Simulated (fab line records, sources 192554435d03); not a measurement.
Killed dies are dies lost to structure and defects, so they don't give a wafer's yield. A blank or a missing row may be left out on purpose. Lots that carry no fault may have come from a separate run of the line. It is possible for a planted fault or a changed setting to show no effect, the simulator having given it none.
What tool caused it? + flow n5Finfet + at 1 step of a route of 1938, 12 lots with 36 wafers sampled

WHAT EACH GAUGE READ, for each wafer
N5_BEOL_M3_INSPECT_30: inspects for defects (brightfield).
| lot  | measured     | on               | rawDefectCount |
|------|--------------|------------------|----------------|
| L075 | day 7 12:31  | defectInspect-01 | 384 351 434    |
| L078 | day 7 20:50  | defectInspect-02 | 466 280 318    |
| L079 | day 8 09:17  | defectInspect-01 | 449 461 342    |
| L081 | day 8 19:22  | defectInspect-01 | 439 500 423    |
| L083 | day 9 09:53  | defectInspect-01 | 405 357 350    |
| L085 | day 9 19:52  | defectInspect-01 | 285 447 448    |
| L087 | day 10 03:40 | defectInspect-02 | 420 370 386    |
| L089 | day 11 03:10 | defectInspect-02 | 383 432 344    |
| L092 | day 11 18:40 | defectInspect-01 | 277 475 407    |
| L093 | day 12 06:39 | defectInspect-02 | 337 352 337    |
| L095 | day 12 14:19 | defectInspect-01 | 369 368 409    |
| L096 | day 12 14:58 | defectInspect-01 | 414 480 501    |

EACH LOT AND THE TOOL THAT RAN IT (in order: tool; ch and the chambers of the sampled wafers; start)
Record: no process step prior to these readings.

THE ANSWER, worked out from the rows above alone
Rule: the usual values come from the lots themselves. Put in order of their means at a reading, lots are off if they are a third of the lots or fewer, leave a main group of 4 or more, and stand apart from it by a gap of 3 or more times the standard deviation of the main group's means; of several such gaps the widest counts. If all means in a main group match to the digits the tables above print for the reading, that group is not used. A lot without any number at a reading at which 4 lots or more have one is off too. All remaining lots with rows at the step are treated as sound.
Nothing can be told from this: no lot is off at any reading shown.

WHAT WAS PUT IN BY THE SIMULATOR
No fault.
